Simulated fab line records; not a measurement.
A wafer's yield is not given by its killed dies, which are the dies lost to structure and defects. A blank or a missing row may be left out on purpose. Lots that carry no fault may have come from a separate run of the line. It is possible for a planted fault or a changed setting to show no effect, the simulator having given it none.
fab line records ; flow n5_finfet
record lots=6; wafers=18; last_day=18
route steps=1938 shown BEOL_M2@908 BEOL_M3@931 PASSIVATION@1936
lots that met no fault: taken from a fault-free run of the same line
start_h: hours from the record's first day to the start of the lot's first wafer shown ; wait_h: how many hours have passed since the lot's step before this one ; " identical to the entry in the row above ; L1.1+2: several wafers, shown together as one row ; - no value present, or no start provided ; * or withheld: withheld ; < > ~ a bound
route shown NAME@n: NAME is a module with steps in the file, n the number in the route of the first one ; usual: mean/standard deviation taken from wafers without a fault ; same: alike in all rows ; chamber/n: place in a boat ; sites: the reading at each site ; _std_site: standard deviation of those values ; _edge_site: inner sites' mean taken away from outer sites' mean ; radius_mm: for every site, how far away it sits from the centre of the wafer ; mask NAME#n: copy n ; behind: the tool/chamber that last shaped the wafer ; hold: the reason the lot was held/the length of the hold in hours/how it ended ; device: which transistor (n, p or np) failed to switch ; end of line: at the end of the route, the tests of the same wafers ; for a step that has no rows: nothing shown but its recipe ; killed: the dies lost at the first sort to structure and to defects; this is not the yield of the wafer ; map: shows each die of a wafer: x if killed, . if not, _ if none is there
set.NAME: the setting as run; set.NAME@STEP: as run at that earlier step ; model.NAME: the simulator's own value behind a step, which no gauge read
lots at some steps of the route; a table a step, a row a wafer
services: when a tool's chamber went out of use (start_h, in hours from the record's first day, below 0 if earlier), for how many hours, and the reason
## steps
# step N5_BEOL_M2_SPUTTER_81
# recipe material=Cu; target_thk_a=45; temp_c=-20; chamber_pressure_pa=0.07; power_w=withheld; time_s=8.29
# step N5_BEOL_M2_ANNEAL_82
# recipe temp_c=400; time_s=240; ambient=vacuum
# usual heater_power_w=870/44
lot.wafer;tool;chamber;start_h;wait_h;heater_power_w
L542.2;pvd_sputter-01;-;145.46;0.0;957
L542.4;pvd_sputter-01;-;145.46;0.0;852
L542.6;pvd_sputter-01;-;145.46;0.0;828
L550.2;pvd_sputter-01;-;207.35;0.0;839
L550.4;pvd_sputter-01;-;207.35;0.0;933
L550.6;pvd_sputter-01;-;207.35;0.0;831
L551.2;pvd_sputter-01;-;215.43;0.0;841
L551.5;pvd_sputter-01;-;215.43;0.0;840
L551.6;pvd_sputter-01;-;215.43;0.0;973
L555.2;pvd_sputter-03;-;244.17;0.0;826
L555.3;pvd_sputter-03;-;244.17;0.0;893
L555.5;pvd_sputter-03;-;244.17;0.0;818
L561.2;pvd_sputter-01;-;267.51;0.0;835
L561.5;pvd_sputter-01;-;267.51;0.0;953
L561.6;pvd_sputter-01;-;267.51;0.0;818
L563.1;pvd_sputter-01;-;286.91;0.0;852
L563.4;pvd_sputter-01;-;286.91;0.0;854
L563.6;pvd_sputter-01;-;286.91;0.0;834
# step N5_BEOL_M2_SPUTTER_86
# recipe material=Cu; target_thk_a=45; temp_c=-20; chamber_pressure_pa=0.07; power_w=withheld; time_s=8.29
# step N5_BEOL_M2_ANNEAL_87
# recipe temp_c=400; time_s=240; ambient=vacuum
# step N5_BEOL_M2_SPUTTER_88
# recipe material=Cu; target_thk_a=45; temp_c=-20; chamber_pressure_pa=0.07; power_w=withheld; time_s=8.29
# step N5_BEOL_M2_ANNEAL_89
# recipe temp_c=400; time_s=240; ambient=vacuum
# step N5_BEOL_M2_SPUTTER_90
# recipe material=Cu; target_thk_a=45; temp_c=-20; chamber_pressure_pa=0.07; power_w=withheld; time_s=8.29
# step N5_BEOL_M2_ANNEAL_91
# recipe temp_c=400; time_s=240; ambient=vacuum
# step N5_BEOL_M2_SPUTTER_92
# recipe material=Cu; target_thk_a=45; temp_c=-20; chamber_pressure_pa=0.07; power_w=withheld; time_s=8.29
# step N5_BEOL_M2_ANNEAL_93
# recipe temp_c=400; time_s=240; ambient=vacuum
# usual heater_power_w=867/45
lot.wafer;tool;chamber;start_h;wait_h;heater_power_w
L542.2;pvd_sputter-01;-;146.34;0.0;946
L542.4;pvd_sputter-01;-;146.34;0.0;848
L542.6;pvd_sputter-01;-;146.34;0.0;834
L550.2;pvd_sputter-01;-;208.23;0.0;829
L550.4;pvd_sputter-01;-;208.23;0.0;967
L550.6;pvd_sputter-01;-;208.23;0.0;832
L551.2;pvd_sputter-01;-;216.31;0.0;832
L551.5;pvd_sputter-01;-;216.31;0.0;826
L551.6;pvd_sputter-01;-;216.31;0.0;976
L555.2;pvd_sputter-03;-;245.05;0.0;803
L555.3;pvd_sputter-03;-;245.05;0.0;883
L555.5;pvd_sputter-03;-;245.05;0.0;824
L561.2;pvd_sputter-01;-;268.39;0.0;852
L561.5;pvd_sputter-01;-;268.39;0.0;923
L561.6;pvd_sputter-01;-;268.39;0.0;831
L563.1;pvd_sputter-01;-;287.79;0.0;817
L563.4;pvd_sputter-01;-;287.79;0.0;821
L563.6;pvd_sputter-01;-;287.79;0.0;844
# step N5_BEOL_M2_SPUTTER_94
# recipe material=Cu; target_thk_a=45; temp_c=-20; chamber_pressure_pa=0.07; power_w=withheld; time_s=8.29
# step N5_BEOL_M2_ANNEAL_95
# recipe temp_c=400; time_s=240; ambient=vacuum
# step N5_BEOL_M2_SPUTTER_96
# recipe material=Cu; target_thk_a=45; temp_c=-20; chamber_pressure_pa=0.07; power_w=withheld; time_s=8.29
# usual throttle_valve_pct=30.1/1.2
lot.wafer;tool;chamber;start_h;wait_h;throttle_valve_pct
L542.2;pvd_sputter-01;-;146.70;0.1;29.4
L542.4;pvd_sputter-01;-;146.70;0.1;29.8
L542.6;pvd_sputter-01;-;146.70;0.1;32.6
L550.2;pvd_sputter-01;-;208.59;0.1;29.6
L550.4;pvd_sputter-01;-;208.59;0.1;29.6
L550.6;pvd_sputter-01;-;208.59;0.1;29.9
L551.2;pvd_sputter-01;-;216.67;0.1;29.4
L551.5;pvd_sputter-01;-;216.67;0.1;32.6
L551.6;pvd_sputter-01;-;216.67;0.1;29.1
L555.2;pvd_sputter-03;-;245.41;0.1;30.7
L555.3;pvd_sputter-03;-;245.41;0.1;29.8
L555.5;pvd_sputter-03;-;245.41;0.1;30.4
L561.2;pvd_sputter-01;-;268.75;0.1;30.6
L561.5;pvd_sputter-01;-;268.75;0.1;29.5
L561.6;pvd_sputter-01;-;268.75;0.1;29.8
L563.1;pvd_sputter-01;-;288.15;0.1;32.6
L563.4;pvd_sputter-01;-;288.15;0.1;30.7
L563.6;pvd_sputter-01;-;288.15;0.1;32.4
# step N5_BEOL_M2_ECD_50
# recipe material=Cu; target_thk_a=3000
# step N5_BEOL_M2_ANNEAL_51
# recipe temp_c=225; time_s=90; ambient=N2
# usual wafer_temp_C_max=226.16/0.29
lot.wafer;tool;chamber;start_h;wait_h;wafer_temp_C_max
L542.2;rtp_anneal-01;0;147.28;0.4;226.00
L542.4;rtp_anneal-01;0;147.28;0.4;225.81
L542.6;rtp_anneal-01;0;147.28;0.4;225.81
L550.2;rtp_anneal-02;0;208.83;0.1;226.02
L550.4;rtp_anneal-02;0;208.83;0.1;226.09
L550.6;rtp_anneal-02;0;208.83;0.1;226.43
L551.2;rtp_anneal-02;0;217.02;0.2;226.52
L551.5;rtp_anneal-02;0;217.02;0.2;226.44
L551.6;rtp_anneal-02;0;217.02;0.2;226.43
L555.2;rtp_anneal-01;0;245.65;0.1;226.04
L555.3;rtp_anneal-01;0;245.65;0.1;226.16
L555.5;rtp_anneal-01;0;245.65;0.1;225.85
L561.2;rtp_anneal-02;0;268.99;0.1;226.07
L561.5;rtp_anneal-02;0;268.99;0.1;226.24
L561.6;rtp_anneal-02;0;268.99;0.1;226.46
L563.1;rtp_anneal-01;0;288.37;0.1;226.14
L563.4;rtp_anneal-01;0;288.37;0.1;226.16
L563.6;rtp_anneal-01;0;288.37;0.1;225.88
# step N5_BEOL_M2_CMP_52
# recipe stop_on=SiOC; t_overpolish_s=6.8; down_force_psi=1; platen_rpm=50; clearing_platen_down_force_psi=1.5; clearing_platen_rpm=50; post_cmp_clean=cu_alkaline; target_thk_nm=40; clearing_platen_pad_velocity_m_s=0.99484; pad_velocity_m_s=0.99484
# step N5_BEOL_M2_PRE_CLEAN_60
# recipe gas=NH3/H2; time_s=15; temp_c=*; rf_power_w=300
# step N5_BEOL_M2_CO_CAP_55
# recipe material=Co; target_thk_a=20; temp_c=200; precursor=CCTBA/H2; pressure_torr=30; time_s=102.1
# usual chamber_pressure_Torr=30.00/0.067; heater_power_w=240/15
lot.wafer;tool;chamber;start_h;wait_h;chamber_pressure_Torr;heater_power_w
L542.2;cvd_co-02;0;147.90;0.0;29.91;237
L542.4;cvd_co-02;0;147.90;0.0;29.94;234
L542.6;cvd_co-02;2;147.90;0.0;30.02;213
L550.2;cvd_co-01;1;209.47;0.0;29.96;223
L550.4;cvd_co-01;2;209.47;0.0;29.84;256
L550.6;cvd_co-01;1;209.47;0.0;30.00;232
L551.2;cvd_co-01;2;217.66;0.0;29.97;257
L551.5;cvd_co-01;2;217.66;0.0;29.94;251
L551.6;cvd_co-01;1;217.66;0.0;30.05;222
L555.2;cvd_co-01;0;246.27;0.0;30.04;251
L555.3;cvd_co-01;2;246.27;0.0;29.95;248
L555.5;cvd_co-01;0;246.27;0.0;30.01;251
L561.2;cvd_co-01;2;269.62;0.0;30.03;255
L561.5;cvd_co-01;1;269.62;0.0;30.00;234
L561.6;cvd_co-01;2;269.62;0.0;30.10;254
L563.1;cvd_co-01;2;289.04;0.0;29.97;255
L563.4;cvd_co-01;0;289.04;0.0;30.04;250
L563.6;cvd_co-01;2;289.04;0.0;29.93;250
# step N5_BEOL_M2_PRE_CLEAN_56
# recipe gas=NH3; time_s=15; temp_c=withheld; rf_power_w=300
# step N5_BEOL_M2_DEP_57
# recipe material=SiCN; target_thk_a=80; temp_c=withheld; precursor=3MS/NH3; pressure_torr=3; rf_w=202; time_s=14
# step N5_BEOL_M2_RS_MEAS_58
# recipe thk_meas_gauge=four-point-probe; reads=Co_of_BEOL_M2_CO_CAP_55+Cu_of_BEOL_M2_ECD_50+Co_of_BEOL_M2_CVD_47+TaN_of_BEOL_M2_ALD_84
# usual M2_RS=0.68/0.037
lot.wafer;tool;chamber;start_h;wait_h;M2_RS[ohm/sq]
L542.2;film_metro-02;-;148.10;0.1;0.66
L542.4;film_metro-02;-;148.10;0.1;0.70
L542.6;film_metro-02;-;148.10;0.1;0.69
L550.2;film_metro-02;-;209.72;0.1;0.66
L550.4;film_metro-02;-;209.72;0.1;0.64
L550.6;film_metro-02;-;209.72;0.1;0.64
L551.2;film_metro-01;-;217.84;0.1;0.70
L551.5;film_metro-01;-;217.84;0.1;0.64
L551.6;film_metro-01;-;217.84;0.1;0.68
L555.2;film_metro-01;-;246.46;0.1;0.66
L555.3;film_metro-01;-;246.46;0.1;0.69
L555.5;film_metro-01;-;246.46;0.1;0.66
L561.2;film_metro-02;-;269.80;0.1;0.70
L561.5;film_metro-02;-;269.80;0.1;0.67
L561.6;film_metro-02;-;269.80;0.1;0.69
L563.1;film_metro-01;-;289.22;0.0;0.72
L563.4;film_metro-01;-;289.22;0.0;0.75
L563.6;film_metro-01;-;289.22;0.0;0.78
# step N5_BEOL_M3_ILD_DEP_00
# recipe material=SiOC; target_thk_a=790; temp_c=350; precursor=DEMS/O2; pressure_torr=5; rf_w=500; time_s=15.3
# step N5_BEOL_M3_THK_MEAS_01
# recipe reads=SiOC_of_BEOL_M3_ILD_DEP_00
# usual M3_ILD_THK=79.0/0.98
lot.wafer;tool;chamber;start_h;wait_h;M3_ILD_THK[nm]
L542.2;film_metro-02;-;148.23;0.1;77.6
L542.4;film_metro-02;-;148.23;0.1;78.2
L542.6;film_metro-02;-;148.23;0.1;78.2
L550.2;film_metro-01;-;209.85;0.1;77.1
L550.4;film_metro-01;-;209.85;0.1;80.6
L550.6;film_metro-01;-;209.85;0.1;80.0
L551.2;film_metro-02;-;217.97;0.1;76.2
L551.5;film_metro-02;-;217.97;0.1;78.9
L551.6;film_metro-02;-;217.97;0.1;79.4
L555.2;film_metro-01;-;246.59;0.1;80.8
L555.3;film_metro-01;-;246.59;0.1;80.0
L555.5;film_metro-01;-;246.59;0.1;82.0
L561.2;film_metro-01;-;269.93;0.1;78.0
L561.5;film_metro-01;-;269.93;0.1;78.3
L561.6;film_metro-01;-;269.93;0.1;78.4
L563.1;film_metro-01;-;289.35;0.0;78.2
L563.4;film_metro-01;-;289.35;0.0;79.6
L563.6;film_metro-01;-;289.35;0.0;79.5
# step N5_BEOL_M3_PECVD_72
# recipe material=SiO2; target_thk_a=160; temp_c=400; precursor=TEOS/O2; pressure_torr=5.5; rf_w=450; teos_flow_sccm=53.8; gas=O2; flow_sccm=3000; time_s=18
# step N5_BEOL_M3_HM_DEP_02
# recipe material=TiN; target_thk_a=200; temp_c=25; chamber_pressure_pa=0.49996
# usual throttle_valve_pct=29.9/1.1
lot.wafer;tool;chamber;start_h;wait_h;throttle_valve_pct
L542.2;pvd_sputter-02;-;149.52;1.2;29.6
L542.4;pvd_sputter-02;-;149.52;1.2;29.3
L542.6;pvd_sputter-02;-;149.52;1.2;30.7
L550.2;pvd_sputter-03;-;210.32;0.4;30.7
L550.4;pvd_sputter-03;-;210.32;0.4;30.1
L550.6;pvd_sputter-03;-;210.32;0.4;29.9
L551.2;pvd_sputter-02;-;219.58;1.6;30.6
L551.5;pvd_sputter-02;-;219.58;1.6;28.1
L551.6;pvd_sputter-02;-;219.58;1.6;29.8
L555.2;pvd_sputter-03;-;246.95;0.3;30.0
L555.3;pvd_sputter-03;-;246.95;0.3;30.6
L555.5;pvd_sputter-03;-;246.95;0.3;28.4
L561.2;pvd_sputter-03;-;270.39;0.4;29.9
L561.5;pvd_sputter-03;-;270.39;0.4;30.1
L561.6;pvd_sputter-03;-;270.39;0.4;30.7
L563.1;pvd_sputter-03;-;291.33;1.9;30.7
L563.4;pvd_sputter-03;-;291.33;1.9;31.2
L563.6;pvd_sputter-03;-;291.33;1.9;30.8
# step N5_BEOL_M3_COAT_61
# recipe resist=SOC; temp_c=250; time_s=60; spin_rpm=1500; resist_thk_nm=60
# step N5_BEOL_M3_COAT_62
# recipe resist=SiARC; temp_c=220; time_s=60; spin_rpm=1500; resist_thk_nm=12
# step N5_BEOL_M3_COAT_73
# recipe resist=underlayer; temp_c=205; time_s=60; spin_rpm=1500; resist_thk_nm=5
# step N5_BEOL_M3_COAT_05
# recipe resist=CAR-EUV; spin_rpm=1500; resist_thk_nm=30
# step N5_BEOL_M3_EBR_07
# recipe solvent=PGMEA; ebr_width_mm=1.5
# step N5_BEOL_M3_SOFTBAKE_06
# recipe temp_c=110; time_s=60; resist=CAR-EUV
# step N5_BEOL_M3_EXPOSE_08
# recipe mask_id=M3; na=0.33; source_shape=dipole; sigma_inner=0.369; sigma_outer=0.767; polarization=unpolarized; dose_mj=33
# step N5_BEOL_M3_PEB_09
# recipe peb_temp_c=100; peb_time_s=60; resist=CAR-EUV
# step N5_BEOL_M3_DEVELOP_10
# recipe develop_time_s=30; developer=TMAH; resist=CAR-EUV; rinse_liquid=surfactant_rinse; dry=air_spin; dev_temp_c=23
# step N5_BEOL_M3_CD_MEAS_11
# recipe target_cd_nm=17.05; landing_energy_ev=500; detector=se_inlens; polarity=opening
# usual cd_nm=17.18/0.25
lot.wafer;tool;chamber;start_h;wait_h;cd_nm
L542.2;cd_sem-01;0;150.03;-;16.98
L542.4;cd_sem-01;0;150.03;-;16.98
L542.6;cd_sem-01;0;150.03;-;16.89
L550.2;cd_sem-02;0;210.84;-;17.76
L550.4;cd_sem-02;0;210.84;-;17.40
L550.6;cd_sem-02;0;210.84;-;17.56
L551.2;cd_sem-03;0;220.12;-;16.90
L551.5;cd_sem-03;0;220.12;-;17.38
L551.6;cd_sem-03;0;220.12;-;17.09
L555.2;cd_sem-02;0;247.46;-;17.30
L555.3;cd_sem-02;0;247.46;-;17.03
L555.5;cd_sem-02;0;247.46;-;17.12
L561.2;cd_sem-02;0;270.90;-;17.10
L561.5;cd_sem-02;0;270.90;-;17.39
L561.6;cd_sem-02;0;270.90;-;17.38
L563.1;cd_sem-01;0;291.72;-;16.76
L563.4;cd_sem-01;0;291.72;-;16.82
L563.6;cd_sem-01;0;291.72;-;17.11
# step N5_BEOL_M3_OVL_MEAS_12
# recipe points_per_wafer=522
# usual M3_OVL=-0.2/0.67
# same points_per_wafer=522
lot.wafer;tool;chamber;start_h;wait_h;M3_OVL[nm]
L542.2;overlay-01;0;150.07;0.0;-0.1
L542.4;overlay-01;0;150.07;0.0;-0.7
L542.6;overlay-01;0;150.07;0.0;-1.0
L550.2;overlay-02;0;210.87;0.0;0.1
L550.4;overlay-02;0;210.87;0.0;-0.8
L550.6;overlay-02;0;210.87;0.0;-0.3
L551.2;overlay-01;0;220.16;0.0;-0.4
L551.5;overlay-01;0;220.16;0.0;-1.1
L551.6;overlay-01;0;220.16;0.0;-1.6
L555.2;overlay-01;0;247.50;0.0;0.2
L555.3;overlay-01;0;247.50;0.0;-0.8
L555.5;overlay-01;0;247.50;0.0;-1.2
L561.2;overlay-02;0;270.94;0.0;-1.0
L561.5;overlay-02;0;270.94;0.0;-1.6
L561.6;overlay-02;0;270.94;0.0;-1.7
L563.1;overlay-01;0;291.75;0.0;0.3
L563.4;overlay-01;0;291.75;0.0;0.7
L563.6;overlay-01;0;291.75;0.0;-0.1
# step N5_BEOL_M3_DESCUM_16
# recipe chemistry=O2; time_s=7; source_power_w=50; bias_power_w=20; pressure_mtorr=20; rf_frequency_hz=2.712e+07; temp_c=40; resist=CAR-EUV; o2_flow_sccm=225
# step N5_BEOL_M3_ETCH_74
# recipe chemistry=N2/H2; target=underlayer; target_depth_a=65; mask_material=CAR-EUV; time_s=5.2; ion_energy_ev=200; pressure_mtorr=30; source_w=840; bias_w=150; n2_flow_sccm=200; h2_flow_sccm=200; ends=cleared
# step N5_BEOL_M3_ETCH_63
# recipe chemistry=CF4; target=SiARC; target_depth_a=156; mask_material=CAR-EUV; time_s=26; ion_energy_ev=80; pressure_mtorr=40; source_w=545; bias_w=36; Ar_flow_sccm=100; cf4_flow_sccm=100; ends=cleared
# step N5_PASSIVATION_PROBE_49
# usual defect_limited_yield=91.2/1.6; killed_at_M0_to_M3=34/11; killed_at_M4_up=14/5.7; killed_at_contacts=14/6.6; killed_at_front_end=37/10; killed_at_other=4/3.2; killed_dies=104/19; killed_open=69/13; killed_short=33/8.7; sort_bin_4_leakage=0.00/0.014; sort_bin_5_function=5.1/1; sort_bin_6_memory=3.3/0.76; sort_bin_8_speed=0.00/0.016; sort_n_pass=1076/19; sort_yield_pct=91.2/1.6
# same gross_dies=1180; killed_at_back_side=0
lot.wafer;tool;chamber;start_h;wait_h;defect_limited_yield[%];killed_at_M0_to_M3;killed_at_M4_up;killed_at_contacts;killed_at_front_end;killed_at_other;killed_dies;killed_open;killed_short;sort_bin_4_leakage[%];sort_bin_5_function[%];sort_bin_6_memory[%];sort_bin_8_speed[%];sort_n_pass;sort_yield_pct[%]
L550.2;prober-01;-;326.32;0.1;92.0;32;13;17;29;3;94;63;28;0;3.8;4.0;0;1086;92.0
L550.4;prober-01;-;326.42;0.2;79.7;148;16;13;51;12;240;83;41;0;12.7;5.7;0;940;79.7
L551.6;prober-01;-;331.73;0.3;80.3;169;15;10;29;9;232;72;29;0;12.2;4.4;0;948;80.3
# killed by level:class
L550.2 MOL_CONTACT_COAG:geometric_particle:open=15 BEOL_M0_SAQP:geometric_particle:open=9 BEOL_M0_SAQP:geometric_particle:short=8 FIN_SAQP:geometric_particle:open=7 BEOL_M4:geometric_particle:open=7 BEOL_M1:geometric_particle:short=5 DUMMY_GATE:geometric_particle:open=5 FIN_SAQP:geometric_particle:short=4
L550.4 BEOL_M2:unspecified=114 FIN_SAQP:geometric_particle:open=13 BEOL_M2:geometric_particle:open=12 MOL_CONTACT_COAG:geometric_particle:open=11 GATE_CUT:geometric_particle:short=10 BEOL_M0_SAQP:geometric_particle:open=8 BEOL_M0_SAQP:geometric_particle:short=8 FIN_SAQP:geometric_particle:short=6
L551.6 BEOL_M2:unspecified=127 BEOL_M0_SAQP:geometric_particle:open=15 BEOL_M3:geometric_particle:open=10 MOL_CONTACT_COAG:geometric_particle:open=9 BEOL_M1:geometric_particle:open=7 BEOL_M0_SAQP:geometric_particle:short=6 BEOL_M4:geometric_particle:open=6 STI_FIN_REVEAL:geometric_particle:open=5
# map L550.4 (x killed, . not)
_________________............________________
______________.....x..x........._____________
___________..x........x...x........__________
__________..............x..........._________
________.........x..........x......x.._______
_______.....xx......x.....x...........x______
______..x...x..xx......x..........x.x..._____
_____.......x....x..........x............____
____..x........x.....x...x.x.............x___
___x...........x.....x..............x......__
___....xx.x.............................x..__
__...x.......x...x...x.......x........x.x..._
__.............................x..x....x...x_
_x.x.............x.........x.....x...........
_............x.....x..x......................
_...x.........x.......x..........xx..........
_.............x...x.............x.....x.xx..x
_..............x...x.......x.......x......x..
_......x..x...x..xx..x..x..x...x........x...x
_....x....x..xx.xx..x..x.......x.....xx......
_.x........xxx.xxxxxxx.x.....................
__...x......xxxxxxxxxxx.x..................._
__.....x.xx.xxxxxxxxxxxxx......x.......x...._
___xxx...xx..xxxxxxxxxx..x.....xx..........__
___.....x...xxxxxxxxxxx.x..........x...x...__
____.....xxxxxxxxxxxxxxxx...............x.___
_____......xxxxxxxxxxx...................____
______.....xxxxxxxxxx.x...x...........x._____
_______....xxxxxxxxxx.....x...x..x.....______
________.....x.xxxxxx....x.x.........._______
__________.......xxx..x............._________
___________........................__________
______________.......x.........._____________
_________________............________________
# map L551.6 (x killed, . not)
_________________............________________
______________..xx..x........x.._____________
___________x..x...............x....__________
__________...x..x......x............_________
________.............................._______
_______...x........x.................x.______
______............................x..x.._____
_____..xx......x......................xx.____
____x........................x.....x......___
___x....x...xx.............................__
___x.......................................__
__...........x...........x...x..x..........._
__.....x.....x..x..................x.x....x._
_....x.......................................
_...x........................................
_...x...xx....x................x....x.....x..
_.......x........x....x.x........x..x........
_.....x........x.....x........x.....x........
_...............x...x.x...x...........x...x..
_...x............x.xx..............xx.x......
_..x.x....x.x.xxxxxxxxx..............x.......
__.x......xx.xxxxxxxxx....x.x.x.......xxx..._
__....x.x.xxxxxxxxxxxxxxx..................x_
___.....xxx.xxxxxxxxxx.......x...........x.__
___x......xxxxxxxxxxxxx.x.x......x.........__
____.....xxxxxxxxxxxxxxx.x............x...___
_____......xxxxxxxxxxx.x........x........____
______.....xxx.xxxxxxxxx.....x.........._____
_______.x....xxxxxxxxx.xx....x.........______
________x...x.xxx.xxxx......x...x.x..._______
__________....xxx.xx........x......._________
___________..x.x...................__________
______________.....x..x....x...._____________
_________________............________________
## services
tool;chamber;start_h;hours;kind
cvd_co-01;0;203.85;11.4;repair
rtp_anneal-02;-;238.50;0.8;pm
cvd_co-02;1;263.33;22.5;repair
## key
first_sign step=N5_PASSIVATION_PROBE_49; reading=killed_at_M0_to_M3; direction=up; sigmas=11; usual=34; struck=158
effect step=N5_PASSIVATION_PROBE_49; reading=defect_limited_yield; direction=down; sigmas=6.8; usual=91.2; struck=80.0
more_kills_born_at N5_BEOL_M2_SPUTTER_96@pvd_sputter-01=241
met_at N5_BEOL_M2_SPUTTER_96
struck_wafers L550.4,L551.6
onset_between 146.70 208.59
fault kind=chamber_particle_source; tool=pvd_sputter-01; chamber=-; onset_h=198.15; steps=N5_BEOL_M2_SPUTTER_96; rate_per_visit_cm2=0.80973; end_h=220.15; scope=struck_wafers_only
